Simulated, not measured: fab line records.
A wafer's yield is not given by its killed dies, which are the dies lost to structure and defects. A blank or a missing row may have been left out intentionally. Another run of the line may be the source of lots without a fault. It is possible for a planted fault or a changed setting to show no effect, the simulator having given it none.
The same fault as seen by 2 desks | flow n5 finfet | each desk holds nothing but its own numbers, with what lay behind them at the end

## AT THE METROLOGY DESK
Lot by lot, what the gauges showed, no matter which tool ran the lot: averages of those sampled wafers that carry a number. If a lot's mean is further than 4 standard deviations from the usual mean, the lot is out of limits and carries the mark OUT (the distance appears in the brackets). Shown here are 7 of its 10 readings, the ones lying furthest out on some lot.
Columns: A = DIBL_P at N5_BEOL_M4_RC_MEAS_101, usual 35.9 mV/V; B = IOFF_N at N5_BEOL_M4_RC_MEAS_101, usual 0.16 nA/um; C = IOFF_P at N5_BEOL_M4_RC_MEAS_101, usual 0.21 nA/um; D = ION_P at N5_BEOL_M4_RC_MEAS_101, usual 463 uA/um; E = SS_P at N5_BEOL_M4_RC_MEAS_101, usual 73.2 mV/dec; F = VT_N at N5_BEOL_M4_RC_MEAS_101, usual 250 mV; G = VT_P at N5_BEOL_M4_RC_MEAS_101, usual -251 mV
lot  | first seen here | A    | B    | C    | D   | E    | F   | G
L157 | day 7 20:41     | 33.0 | 0.12 | 0.18 | 461 | 72.4 | 253 | -251
L159 | day 8 00:55     | 36.0 | 0.15 | 0.19 | 458 | 73.0 | 251 | -253
L160 | day 9 02:25     | 35.2 | 0.14 | 0.17 | 449 | 73.4 | 250 | -254
L162 | day 9 03:22     | 35.7 | 0.16 | 0.20 | 461 | 73.4 | 249 | -251
L164 | day 9 22:17     | 34.6 | 0.14 | 0.19 | 467 | 72.8 | 251 | -249
L168 | day 10 14:30    | 34.5 | 0.14 | 0.23 | 465 | 73.4 | 251 | -247
L169 | day 11 07:55    | 35.7 | 0.15 | 0.19 | 461 | 73.0 | 248 | -252
L170 | day 11 13:40    | 33.7 | 0.14 | 0.18 | 460 | 72.4 | 250 | -251
L175 | day 12 00:15    | 35.9 | 0.16 | 0.21 | 466 | 73.4 | 249 | -251
L174 | day 12 02:56    | 37.8 | 0.18 | 0.23 | 466 | 73.2 | 246 | -250
Finding of this desk: none of the 10 lots has anything out of limits.

## FOR THE TOOL OWNER'S DESK: pecvd-01
The tool's own readings at N5_BEOL_M4_PECVD_72 (deposits SiO2 from TEOS/O2, target thk 16 nm, time 18 s): means of the sampled wafers that have a number, for each lot that ran on this tool. If a lot's mean is further than 4 standard deviations from the usual mean, the lot is out of limits and carries the mark OUT (the distance appears in the brackets).
Columns: A = heater power w at N5_BEOL_M4_PECVD_72, usual 787 W; B = showerhead plenum p Torr at N5_BEOL_M4_PECVD_72, usual 8.79 Torr; C = susceptor temp C at N5_BEOL_M4_PECVD_72, usual 399.98 C; D = throttle valve pct at N5_BEOL_M4_PECVD_72, usual 21.9 %
lot  | first seen here | A   | B    | C      | D
L157 | day 7 12:13     | 926 | 8.75 | 400.06 | 22.0
L162 | day 8 19:52     | 806 | 8.63 | 399.90 | 20.8
L168 | day 10 02:44    | 807 | 8.72 | 400.10 | 21.3
L175 | day 11 13:56    | 812 | 8.83 | 399.45 | 22.2
L174 | day 11 14:48    | 799 | 8.71 | 400.11 | 21.0
Finding of this desk: none of the 5 lots has anything out of limits.

## PUT TOGETHER
From the metrology desk's view, nothing was out of limits.
Nothing out of limits was seen by the tool owner's desk.

## WHAT THE SIMULATOR HAD INSERTED
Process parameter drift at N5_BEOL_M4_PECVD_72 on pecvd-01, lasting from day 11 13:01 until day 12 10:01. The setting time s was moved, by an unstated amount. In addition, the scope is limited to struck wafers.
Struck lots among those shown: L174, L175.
